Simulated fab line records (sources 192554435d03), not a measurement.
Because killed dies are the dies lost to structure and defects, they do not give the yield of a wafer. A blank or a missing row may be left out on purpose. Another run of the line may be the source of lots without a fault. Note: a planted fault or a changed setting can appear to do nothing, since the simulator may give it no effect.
Split-lot study    flow n5 finfet    21 wafers read across 7 lots, on a route 1938 steps long

== ABOUT THE SPLIT ==
At N5_BEOL_M11_COAT_22 (resist thk 90 nm), the setting spin rpm was moved away from the recipe's 1500 rpm on 6 of the 21 wafers read, by -3.7% to +7.3%. For the rest of the wafers, this setting stayed at what the recipe calls for.

== FROM THE SPLIT TO THE READING: what the file shows between them, 2 steps ==
- N5_BEOL_M11_EXPOSE_25: exposes mask V10 (also split here: dose mj)
- N5_BEOL_M11_PEB_26: peb time 60 s

== THE READING ==
CAR-ArF_of_BEOL_M11_COAT_22.thk nm (the simulator's own value, which no gauge read), in nm, at N5_BEOL_M11_DEVELOP_27 (develop time 30 s). The file gives no usual value for it. The 15 wafers here that ran the recipe average 88.3 nm, standard deviation 0.2 nm.

wafer   tool, chamber at the split  spin rpm as run, rpm  against the recipe  CAR-ArF_of_BEOL_M11_COAT_22.thk nm, nm  against lot-mates on the recipe
L079.2  litho track-03, 0           1500                  recipe              88.2                                    -
L079.4  litho track-03, 0           1453                  -3.1%               89.8                                    +1.6
L079.5  litho track-03, 0           1453                  -3.1%               89.6                                    +1.4
L084.1  litho track-05, 0           1553                  +3.5%               86.6                                    -1.7
L084.4  litho track-05, 0           1500                  recipe              88.2                                    -
L084.6  litho track-05, 0           1500                  recipe              88.4                                    -
L082.2  litho track-04, 0           1500                  recipe              88.6                                    -
L082.4  litho track-04, 0           1500                  recipe              88.4                                    -
L082.5  litho track-04, 0           1500                  recipe              88.4                                    -
L080.1  litho track-03, 0           1500                  recipe              88                                      -
L080.2  litho track-03, 0           1500                  recipe              88.4                                    -
L080.6  litho track-03, 0           1500                  recipe              88.2                                    -
L092.1  litho track-03, 0           1500                  recipe              88.4                                    -
L092.2  litho track-03, 0           1500                  recipe              88.6                                    -
L092.5  litho track-03, 0           1500                  recipe              88.6                                    -
L091.1  litho track-03, 0           1500                  recipe              88.2                                    -
L091.3  litho track-03, 0           1609                  +7.3%               84.8                                    -3.3
L091.4  litho track-03, 0           1500                  recipe              88                                      -
L097.2  litho track-04, 0           1445                  -3.7%               90.2                                    +1.6
L097.6  litho track-04, 0           1445                  -3.7%               90.2                                    +1.6
L097.5  litho track-04, 0           1500                  recipe              88.6                                    -

THE FIT
A straight line over all 21 wafers: CAR-ArF_of_BEOL_M11_COAT_22.thk nm changes by -0.483 nm for each +1% of spin rpm; r = -0.99; the points scatter about the line by 0.19 nm.
The same after taking each lot's own level away (the mean of its wafers on the recipe; 21 wafers): -0.457 nm for each +1%; r = -1.00; scatter 0.11 nm.
According to that fit, moving spin rpm by its largest amount changes the reading by 3.3 nm.
Across the lots, their own levels run from 88.10 to 88.60 nm, a range of 2.5 times the standard deviation given above.
Hence the lot-to-lot level has little effect on the slope; both slopes agree.
Check: for one of the wafers moved furthest among these (+7.3%), held out of the fit, the line's prediction against its lot-mates is -3.36 nm. Against them it came out at -3.3 nm.

== THESE WAFERS: OTHER SPLITS ==
These wafers also went through other splits before the reading. Each is held against what the fit with the lots' levels taken away leaves over:
other split on the same wafers  wafers away from the commonest value  r with CAR-ArF_of_BEOL_M11_COAT_22.thk nm (lot level and that fit taken away)
N5_BEOL_M10_ETCH_41 source w    6                                     -0.12
N5_BEOL_M11_EXPOSE_25 dose mj   7                                     -0.30

== THE WHOLE CHAIN: every reading that the file lists as answering this split, in the file's order ==
step                    what it does       reading                                                                              change (the file's fit)                r (the file's)
N5_BEOL_M11_COAT_22     resist thk 90 nm   CAR-ArF_of_BEOL_M11_COAT_22.thk nm (the simulator's own value, which no gauge read)  -0.45 nm for each +1% of the setting   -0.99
N5_BEOL_M11_DEVELOP_27  develop time 30 s  CAR-ArF_of_BEOL_M11_COAT_22.thk nm (the simulator's own value, which no gauge read)  -0.458 nm for each +1% of the setting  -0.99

== FILE'S OWN FIT ==
CAR-ArF_of_BEOL_M11_COAT_22.thk nm changes by -0.458 nm for each +1% of spin rpm, r = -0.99.
